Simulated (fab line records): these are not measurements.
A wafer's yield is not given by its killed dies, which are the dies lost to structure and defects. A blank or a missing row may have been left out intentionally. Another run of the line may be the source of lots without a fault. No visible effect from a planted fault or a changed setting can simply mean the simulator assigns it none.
fab line records    flow n5Finfet    part 1 of 2: steps 1 to 4 of 6
record: lots: 23  wafers: 69  lastDay: 18
route steps=1938 shown WELL_APT@45 PMOS_HMC_CHANNEL_EPI@68 FIN_SAQP@94
lots untouched by any fault: they come from a run of this same line in which no faults occurred
startH: hours from the record's opening day to when the first of the lot's shown wafers began    waitH: hours from the lot's prior step to this one    " identical to the entry in the row above    L1.1+2: a row that stands for several wafers    - no value, or no start was given    * or withheld: withheld    < > ~ a bound
route shown NAME@n: a module of which the file shows steps, and the number in the route of the first    usual: mean/standard deviation taken from wafers without a fault    same: alike in all rows    chamber/n: place in a boat    sites: per-site readings    _std_site: the standard deviation of these    _edge_site: the outer-site mean with the inner-site mean subtracted    radiusMm: for every site, how far away it sits from the centre of the wafer    mask NAME#n: copy n    behind: the tool/chamber that last shaped the wafer    hold: cause of the lot's hold/its duration in hours/its outcome    device: names the non-switching transistor (n, p or np)    end of line: tests of these same wafers at the route's end    a step with no rows: only its recipe    killed: dies that structure and defects cost at the first sort, which is not the same as the wafer's yield    map: dies across one wafer; x = killed, . = not, _ = none there
set.NAME: the setting the step ran with; set.NAME@STEP: the setting that earlier step ran with    model.NAME: the simulator's own value behind a step, which no gauge read
steps of the route over a sample of lots; a table a step, a row a wafer
services: when a tool's chamber went out of use (startH, in hours from the record's first day, below 0 if earlier), for how many hours, and the reason
== steps ==
step: N5_WELL_APT_INSPECT_27
recipe: mode: adi  inspectInstrument: macro
usual: rawDefectCount: 2.1/1.4
lot.wafer  tool              chamber  startH  waitH  rawDefectCount
L074.3     defectInspect-01  -        15.17   0.0    2
L074.5     "                 -        "       "      1
L074.6     "                 -        "       "      2
L075.1     defectInspect-01  -        21.17   0.0    1
L075.2     "                 -        "       "      2
L075.6     "                 -        "       "      2
L076.4     defectInspect-02  -        27.12   0.0    1
L076.5     "                 -        "       "      4
L076.6     "                 -        "       "      1
L077.2     defectInspect-02  -        33.12   0.0    1
L077.5     "                 -        "       "      2
L077.6     "                 -        "       "      3
L078.3     defectInspect-01  -        39.30   0.0    2
L078.4     "                 -        "       "      3
L078.6     "                 -        "       "      4
L079.2     defectInspect-01  -        44.95   0.0    4
L079.3     "                 -        "       "      2
L079.4     "                 -        "       "      0
L080.2     defectInspect-01  -        50.88   0.0    2
L080.5     "                 -        "       "      2
L080.6     "                 -        "       "      2
L081.1     defectInspect-01  -        57.01   0.0    1
L081.4     "                 -        "       "      7
L081.5     "                 -        "       "      3
L082.1     defectInspect-01  -        63.46   0.0    3
L082.3     "                 -        "       "      3
L082.4     "                 -        "       "      0
L083.3     defectInspect-02  -        69.08   0.0    1
L083.5     "                 -        "       "      3
L083.6     "                 -        "       "      3
L084.2     defectInspect-01  -        75.11   0.0    3
L084.3     "                 -        "       "      1
L084.5     "                 -        "       "      2
L085.2     defectInspect-02  -        81.05   0.0    1
L085.3     "                 -        "       "      0
L085.4     "                 -        "       "      0
L087.1     defectInspect-01  -        93.44   0.0    0
L087.3     "                 -        "       "      5
L087.6     "                 -        "       "      1
L088.1     defectInspect-02  -        98.91   0.0    1
L088.5     "                 -        "       "      3
L088.6     "                 -        "       "      0
L089.2     defectInspect-01  -        105.13  0.0    2
L089.5     "                 -        "       "      2
L089.6     "                 -        "       "      0
L090.1     defectInspect-01  -        111.02  0.0    3
L090.3     "                 -        "       "      1
L090.4     "                 -        "       "      3
L091.1     defectInspect-02  -        117.37  0.0    2
L091.2     "                 -        "       "      2
L091.3     "                 -        "       "      1
L092.1     defectInspect-02  -        122.78  0.0    3
L092.4     "                 -        "       "      0
L092.6     "                 -        "       "      3
L093.1     defectInspect-02  -        128.98  0.0    1
L093.2     "                 -        "       "      6
L093.4     "                 -        "       "      1
L094.1     defectInspect-01  -        134.73  0.0    2
L094.5     "                 -        "       "      0
L094.6     "                 -        "       "      3
L095.3     defectInspect-01  -        141.34  0.0    2
L095.5     "                 -        "       "      3
L095.6     "                 -        "       "      3
L096.1     defectInspect-02  -        147.13  0.0    3
L096.2     "                 -        "       "      4
L096.4     "                 -        "       "      2
L097.2     defectInspect-02  -        153.10  0.0    1
L097.3     "                 -        "       "      3
L097.5     "                 -        "       "      1
step: N5_PMOS_HMC_CHANNEL_EPI_DESCUM_14
recipe: chemistry: O2  timeS: 7.9  sourcePowerW: 50  biasPowerW: 20  pressureMtorr: 20  rfFrequencyHz: 2.712e+07  tempC: 40  resist: CAR-ArF-block  o2FlowSccm: 225
usual: drypumpMotorCurrentA: 5.7/0.42  o2FlowSccm: 225.0/0.75  oesProductAu: 0.79/0.1  rfVppV: 243.1/1.6  showerheadPlenumPTorr: 2.09/0.089  throttleValvePct: 20.54/0.2
lot.wafer  tool        chamber  startH  waitH  drypumpMotorCurrentA  o2FlowSccm  oesProductAu  rfHoursCounterH  rfVppV  showerheadPlenumPTorr  throttleValvePct
L074.3     rieDiel-04  0        17.36   0.0    4.8                   225.8       0.70          211              242.6   1.99                   20.61
L074.5     "           1        "       "      5.2                   225.8       0.75          -                243.1   2.07                   20.34
L074.6     "           2        "       "      6.1                   225.5       0.66          -                241.9   1.96                   20.94
L075.1     rieDiel-04  0        23.50   0.0    4.8                   225.5       0.70          213              240.7   1.99                   20.61
L075.2     "           2        "       "      6.1                   225.1       0.67          245              241.9   1.96                   20.94
L075.6     "           0        "       "      4.8                   225.2       0.70          -                241.3   1.99                   20.61
L076.4     rieDiel-04  0        29.65   0.2    4.8                   225.0       0.70          215              241.8   1.99                   20.59
L076.5     "           3        "       "      6.2                   224.9       0.85          -                241.1   2.05                   20.76
L076.6     "           2        "       "      6.2                   224.8       0.66          -                241.9   1.95                   20.92
L077.2     rieDiel-05  0        35.30   0.1    5.4                   224.3       0.74          187              242.4   1.98                   20.41
L077.5     "           1        "       "      6.3                   225.4       0.74          -                242.5   2.10                   20.72
L077.6     "           0        "       "      5.4                   224.8       0.74          -                241.8   1.98                   20.43
L078.3     rieDiel-05  2        41.96   0.0    5.5                   224.4       0.87          49               242.2   2.04                   20.45
L078.4     "           1        "       "      6.3                   223.4       0.73          161              243.0   2.10                   20.72
L078.6     "           0        "       "      5.4                   225.8       0.73          -                241.5   1.98                   20.43
L079.2     rieDiel-02  1        47.69   0.4    5.0                   224.0       0.67          233              243.1   2.05                   20.75
L079.3     "           0        "       "      5.8                   226.0       0.74          154              241.9   2.10                   20.67
L079.4     "           3        "       "      5.7                   226.2       0.68          244              242.0   2.06                   20.76
L080.2     rieDiel-05  3        53.10   0.1    5.9                   224.8       0.95          10               245.8   2.23                   20.21
L080.5     "           2        "       "      5.5                   226.6       0.86          -                242.8   2.04                   20.46
L080.6     "           3        "       "      5.9                   225.2       0.95          -                245.5   2.23                   20.21
L081.1     rieDiel-02  3        59.36   0.0    5.7                   225.3       0.69          247              242.4   2.06                   20.77
L081.4     "           1        "       "      5.1                   223.4       0.67          237              243.2   2.05                   20.75
L081.5     "           1        "       "      5.1                   225.1       0.66          -                241.8   2.05                   20.74
L082.1     rieDiel-02  2        65.95   0.0    5.9                   225.1       0.94          6                245.2   2.23                   20.28
L082.3     "           0        "       "      5.8                   223.9       0.73          159              243.0   2.10                   20.67
L082.4     "           3        "       "      5.7                   225.4       0.69          248              242.7   2.06                   20.76
L083.3     rieDiel-02  0        71.27   0.0    5.7                   225.2       0.72          159              242.7   2.10                   20.68
L083.5     "           1        "       "      5.1                   225.5       0.66          -                244.4   2.05                   20.74
L083.6     "           2        "       "      5.8                   224.9       0.94          -                246.3   2.23                   20.30
L084.2     rieDiel-04  0        77.51   0.0    4.8                   223.5       0.69          231              241.6   1.98                   20.64
L084.3     "           2        "       "      6.2                   225.2       0.94          6                244.6   2.21                   20.47
L084.5     "           1        "       "      5.2                   226.1       0.73          -                244.1   2.06                   20.37
L085.2     rieDiel-02  0        83.68   0.0    5.8                   225.0       0.73          162              243.9   2.10                   20.69
L085.3     "           1        "       "      5.1                   225.5       0.67          242              244.2   2.05                   20.76
L085.4     "           0        "       "      5.7                   224.8       0.74          -                242.1   2.10                   20.70
L087.1     rieDiel-05  2        95.81   0.0    5.5                   224.6       0.85          63               243.9   2.03                   20.49
L087.3     "           1        "       "      6.3                   225.7       0.72          171              243.8   2.09                   20.74
L087.6     "           3        "       "      5.9                   225.2       0.91          -                245.0   2.23                   20.23
L088.1     rieDiel-02  0        101.18  0.0    5.8                   225.2       0.73          168              243.3   2.10                   20.69
L088.5     "           0        "       "      5.7                   224.3       0.72          -                241.2   2.10                   20.70
L088.6     "           1        "       "      5.0                   224.5       0.65          -                241.8   2.05                   20.77
L089.2     rieDiel-04  0        107.21  0.0    4.8                   224.1       0.68          239              242.6   1.98                   20.65
L089.5     "           2        "       "      6.1                   223.8       0.91          -                244.6   2.21                   20.48
L089.6     "           3        "       "      6.2                   226.3       0.82          -                242.2   2.04                   20.80
L090.1     rieDiel-04  2        114.12  0.0    6.2                   224.6       0.90          17               244.4   2.21                   20.49
L090.3     "           1        "       "      5.2                   225.0       0.72          202              243.4   2.06                   20.38
L090.4     "           3        "       "      6.2                   225.5       0.81          101              241.8   2.04                   20.82
L091.1     rieDiel-05  3        120.17  0.0    5.9                   226.2       0.91          26               246.0   2.23                   20.28
L091.2     "           0        "       "      5.4                   225.0       0.71          208              241.3   1.98                   20.45
L091.3     "           1        "       "      6.3                   224.9       0.71          180              243.2   2.09                   20.74
L092.1     rieDiel-05  0        125.32  0.0    5.4                   225.0       0.71          209              240.6   1.98                   20.45
L092.4     "           1        "       "      6.3                   225.1       0.71          181              243.8   2.09                   20.74
L092.6     "           0        "       "      5.3                   225.4       0.70          -                241.4   1.98                   20.47
L093.1     rieDiel-02  0        131.29  0.0    5.7                   224.8       0.72          172              243.8   2.10                   20.70
L093.2     "           2        "       "      5.8                   224.9       0.90          19               246.1   2.23                   20.31
L093.4     "           0        "       "      5.7                   224.8       0.72          -                242.0   2.10                   20.70
L094.1     rieDiel-05  3        137.27  0.0    5.9                   226.3       0.90          31               246.0   2.23                   20.27
L094.5     "           0        "       "      5.3                   225.0       0.72          -                241.8   1.98                   20.46
L094.6     "           3        "       "      5.9                   225.9       0.89          -                245.3   2.23                   20.24
L095.3     rieDiel-02  3        143.97  0.3    5.7                   225.8       0.96          11               245.0   2.05                   20.39
L095.5     "           0        "       "      5.8                   225.4       0.72          -                243.5   2.10                   20.70
L095.6     "           2        "       "      5.8                   226.0       0.88          -                244.8   2.23                   20.32
L096.1     rieDiel-05  3        149.87  0.0    5.9                   224.6       0.89          35               244.2   2.22                   20.26
L096.2     "           0        "       "      5.4                   224.8       0.71          217              241.2   1.97                   20.46
L096.4     "           2        "       "      5.5                   225.3       0.83          80               241.4   2.03                   20.50
L097.2     rieDiel-05  0        155.54  0.0    5.4                   225.3       0.70          218              241.2   1.97                   20.47
L097.3     "           3        "       "      5.9                   223.8       0.89          37               245.2   2.22                   20.26
L097.5     "           1        "       "      6.3                   225.3       0.71          -                242.7   2.09                   20.77
step: N5_PMOS_HMC_CHANNEL_EPI_FIN_RECESS_16
recipe: chemistry: HBr/Cl2  target: Si  maskMaterial: SiO2  targetDepthA: 540  timeS: 18  pressureMtorr: 10  icpW: 800  biasW: 75  HBr_flow_sccm: 150  Cl2_flow_sccm: 80
usual: drypumpMotorCurrentA: 5.7/0.43  heBacksideLeakSccm: 2.72/0.28  oesProductAu: 0.994/0.014  throttleValvePct: 35.62/0.28
lot.wafer  tool      chamber  startH  waitH  drypumpMotorCurrentA  heBacksideLeakSccm  oesProductAu  rfHoursCounterH  throttleValvePct
L074.3     rieSi-04  3        17.82   0.0    5.1                   2.96                1.006         163              35.13
L074.5     "         0        "       "      5.9                   2.50                0.989         -                35.50
L074.6     "         3        "       "      5.0                   3.03                1.003         -                35.15
L075.1     rieSi-02  1        23.96   0.0    5.8                   2.56                0.999         93               35.98
L075.2     "         0        "       "      5.4                   2.55                0.997         56               35.89
L075.6     "         3        "       "      6.1                   2.56                0.990         -                35.98
L076.4     rieSi-05  2        30.31   0.0    5.6                   2.71                0.982         182              35.60
L076.5     "         0        "       "      6.4                   2.75                0.989         -                35.29
L076.6     "         1        "       "      6.4                   3.08                0.960         -                35.68
L077.2     rieSi-02  3        35.75   0.0    6.1                   2.75                0.977         4                35.99
L077.5     "         3        "       "      6.1                   2.66                0.968         -                36.00
L077.6     "         2        "       "      5.2                   2.69                1.000         -                35.87
L078.3     rieSi-02  2        42.62   0.0    5.2                   2.47                1.011         115              35.88
L078.4     "         0        "       "      5.4                   2.54                0.998         57               35.89
L078.6     "         1        "       "      5.8                   2.57                0.999         -                35.98
L079.2     rieSi-04  1        48.17   0.0    5.4                   3.01                0.997         65               35.35
L079.3     "         2        "       "      6.2                   2.61                0.984         158              35.75
L079.4     "         0        "       "      5.9                   2.42                0.992         5                35.49
L080.2     rieSi-02  1        53.80   0.0    5.8                   2.64                0.986         93               36.00
L080.5     "         1        "       "      5.8                   2.51                0.992         -                35.99
L080.6     "         2        "       "      5.3                   2.68                1.010         -                35.86
L081.1     rieSi-04  2        59.82   0.0    6.2                   2.58                0.987         158              35.75
L081.4     "         1        "       "      5.5                   2.78                1.000         65               35.35
L081.5     "         2        "       "      6.2                   2.64                0.993         -                35.76
L082.1     rieSi-02  3        66.42   0.0    6.1                   2.70                0.985         4                36.00
L082.3     "         0        "       "      5.4                   2.50                0.997         57               35.89
L082.4     "         2        "       "      5.3                   4.33                1.016         116              35.87
L083.3     rieSi-04  1        71.94   0.0    5.5                   2.69                1.003         65               35.34
L083.5     "         1        "       "      5.5                   2.77                1.004         -                35.34
L083.6     "         0        "       "      5.9                   2.57                0.990         -                35.49
L084.2     rieSi-04  2        78.17   0.0    6.2                   2.56                0.997         158              35.74
L084.3     "         1        "       "      5.5                   2.64                1.006         65               35.35
L084.5     "         1        "       "      5.4                   2.70                0.999         -                35.34
L085.2     rieSi-05  1        84.35   0.0    6.4                   2.98                0.966         132              35.69
L085.3     "         0        "       "      6.4                   2.37                0.987         76               35.29
L085.4     "         3        "       "      5.7                   2.95                1.019         144              35.60
L087.1     rieSi-04  1        96.47   0.0    5.4                   2.57                1.003         65               35.36
L087.3     "         0        "       "      5.9                   2.47                0.989         6                35.48
L087.6     "         1        "       "      5.4                   2.68                0.997         -                35.34
L088.1     rieSi-05  0        101.66  0.0    6.4                   2.56                0.987         77               35.29
L088.5     "         3        "       "      5.6                   2.87                1.028         -                35.59
L088.6     "         2        "       "      5.6                   2.50                0.979         -                35.62
L089.2     rieSi-04  2        107.66  0.0    6.2                   2.25                0.992         159              35.74
L089.5     "         0        "       "      5.9                   2.42                1.000         -                35.50
L089.6     "         3        "       "      5.1                   3.08                1.007         -                35.14
L090.1     rieSi-04  2        114.60  0.0    6.2                   2.67                0.998         159              35.73
L090.3     "         3        "       "      5.0                   3.38                1.008         164              35.13
L090.4     "         0        "       "      5.9                   2.62                0.994         6                35.49
L091.1     rieSi-02  1        120.65  0.0    5.8                   2.51                0.988         94               35.98
L091.2     "         0        "       "      5.4                   2.52                1.006         58               35.89
L091.3     "         2        "       "      5.3                   2.48                1.004         117              35.87
L092.1     rieSi-02  0        125.82  0.0    5.4                   2.50                0.998         58               35.89
L092.4     "         0        "       "      5.4                   2.49                1.010         -                35.89
L092.6     "         2        "       "      5.2                   2.79                1.008         -                35.87
L093.1     rieSi-04  2        131.74  0.0    6.2                   2.61                0.984         159              35.76
L093.2     "         1        "       "      5.5                   2.48                1.004         66               35.35
L093.4     "         0        "       "      5.9                   2.56                0.984         6                35.50
L094.1     rieSi-05  0        137.72  0.0    6.4                   2.69                0.975         77               35.27
L094.5     "         1        "       "      6.4                   3.01                0.967         -                35.69
L094.6     "         2        "       "      5.6                   2.71                0.984         -                35.61
L095.3     rieSi-04  3        144.43  0.0    5.0                   3.28                1.004         165              35.12
L095.5     "         3        "       "      5.0                   3.29                1.011         -                35.12
L095.6     "         2        "       "      6.2                   2.51                0.989         -                35.75
L096.1     rieSi-05  0        150.32  0.0    6.4                   2.58                0.986         78               35.27
L096.2     "         3        "       "      5.7                   2.92                1.031         145              35.59
L096.4     "         1        "       "      6.4                   3.02                0.972         133              35.67
L097.2     rieSi-02  2        156.00  0.0    5.2                   2.59                1.004         117              35.86
L097.3     "         3        "       "      6.1                   2.64                0.981         6                36.00
L097.5     "         2        "       "      5.2                   2.64                1.012         -                35.86
step: N5_FIN_SAQP_ALD_61
recipe: material: SiO2  targetThkA: 40  tempC: 300  aldPrecursorFamily: BDEAS  aldCoReactant: O2-plasma  pulseTimeS: 1  purgeTimeS: 2  coReactantPurgeTimeS: 2  aldCycles: 43  pressureTorr: 2
usual: chamberPressureTorr: 2.000/0.0044  heaterPowerW: 468/40  precursorPulseHeightRel: 0.998/0.02
lot.wafer  tool       chamber  startH  waitH  chamberPressureTorr  heaterPowerW  precursorPulseHeightRel
L074.3     aldSin-03  3        20.42   0.0    2.003                418           0.991
L074.5     "          3        "       "      2.006                416           1.019
L074.6     "          2        "       "      1.993                462           1.012
L075.1     aldSin-04  1        27.42   0.0    2.005                441           1.008
L075.2     "          0        "       "      2.005                523           1.006
L075.6     "          3        "       "      1.992                432           1.024
L076.4     aldSin-04  2        32.80   0.0    1.994                493           0.995
L076.5     "          1        "       "      1.992                450           1.013
L076.6     "          2        "       "      2.001                479           1.030
L077.2     aldSin-01  3        38.16   0.0    2.002                472           1.027
L077.5     "          2        "       "      2.000                500           0.981
L077.6     "          1        "       "      1.998                443           0.992
L078.3     aldSin-01  1        45.07   0.0    2.001                440           1.016
L078.4     "          2        "       "      2.002                492           1.008
L078.6     "          1        "       "      1.998                440           0.977
L079.2     aldSin-04  2        50.68   0.0    2.003                490           0.980
L079.3     "          3        "       "      2.005                420           0.986
L079.4     "          0        "       "      1.996                552           1.001
L080.2     aldSin-01  1        56.77   0.0    2.005                443           1.036
L080.5     "          2        "       "      1.996                483           1.006
L080.6     "          1        "       "      2.007                434           0.990
L081.1     aldSin-03  3        62.81   0.0    2.008                413           0.990
L081.4     "          0        "       "      1.999                406           1.010
L081.5     "          3        "       "      2.009                417           1.052
L082.1     aldSin-01  0        70.18   0.3    2.004                531           0.996
L082.3     "          1        "       "      1.994                450           0.991
L082.4     "          2        "       "      1.997                493           0.984
L083.3     aldSin-01  0        74.82   0.0    2.003                536           1.045
L083.5     "          1        "       "      2.001                442           1.012
L083.6     "          0        "       "      1.998                519           0.999
L084.2     aldSin-03  1        80.81   0.0    1.996                450           0.987
L084.3     "          0        "       "      1.998                400           1.002
L084.5     "          1        "       "      1.996                444           1.003
L085.2     aldSin-01  0        87.34   0.0    1.995                526           0.992
L085.3     "          3        "       "      2.003                476           0.995
L085.4     "          2        "       "      2.002                485           0.985
L087.1     aldSin-03  0        101.59  0.6    1.998                418           1.013
L087.3     "          1        "       "      1.999                455           0.975
L087.6     "          0        "       "      1.996                415           1.010
L088.1     aldSin-01  1        104.17  0.0    1.996                439           0.976
L088.5     "          3        "       "      2.003                477           0.968
L088.6     "          0        "       "      2.004                530           1.030
L089.2     aldSin-01  3        110.52  0.0    1.998                468           0.994
L089.5     "          3        "       "      1.997                476           0.974
L089.6     "          2        "       "      2.003                503           0.990
L090.1     aldSin-04  1        117.26  0.1    2.001                485           1.015
L090.3     "          0        "       "      2.011                539           0.992
L090.4     "          2        "       "      2.003                473           1.000
L091.1     aldSin-03  0        123.06  0.0    1.995                404           1.022
L091.2     "          3        "       "      2.003                408           0.979
L091.3     "          0        "       "      1.998                425           0.986
L092.1     aldSin-04  2        129.46  0.9    2.003                474           1.004
L092.4     "          0        "       "      2.009                536           0.978
L092.6     "          3        "       "      1.994                402           0.988
L093.1     aldSin-04  1        134.21  0.0    1.997                489           0.981
L093.2     "          3        "       "      1.996                403           0.969
L093.4     "          2        "       "      2.002                465           0.986
L094.1     aldSin-03  2        140.13  0.0    2.001                456           1.007
L094.5     "          2        "       "      2.004                462           0.978
L094.6     "          1        "       "      2.001                458           0.994
L095.3     aldSin-01  1        146.84  0.0    2.005                439           1.027
L095.5     "          3        "       "      2.002                478           0.973
L095.6     "          1        "       "      1.995                451           0.986
L096.1     aldSin-01  3        152.73  0.0    1.997                486           1.009
L096.2     "          2        "       "      2.002                494           0.978
L096.4     "          0        "       "      1.998                546           1.005
L097.2     aldSin-01  0        158.40  0.0    1.999                547           0.927
L097.3     "          2        "       "      2.000                499           0.995
L097.5     "          3        "       "      1.998                483           1.001
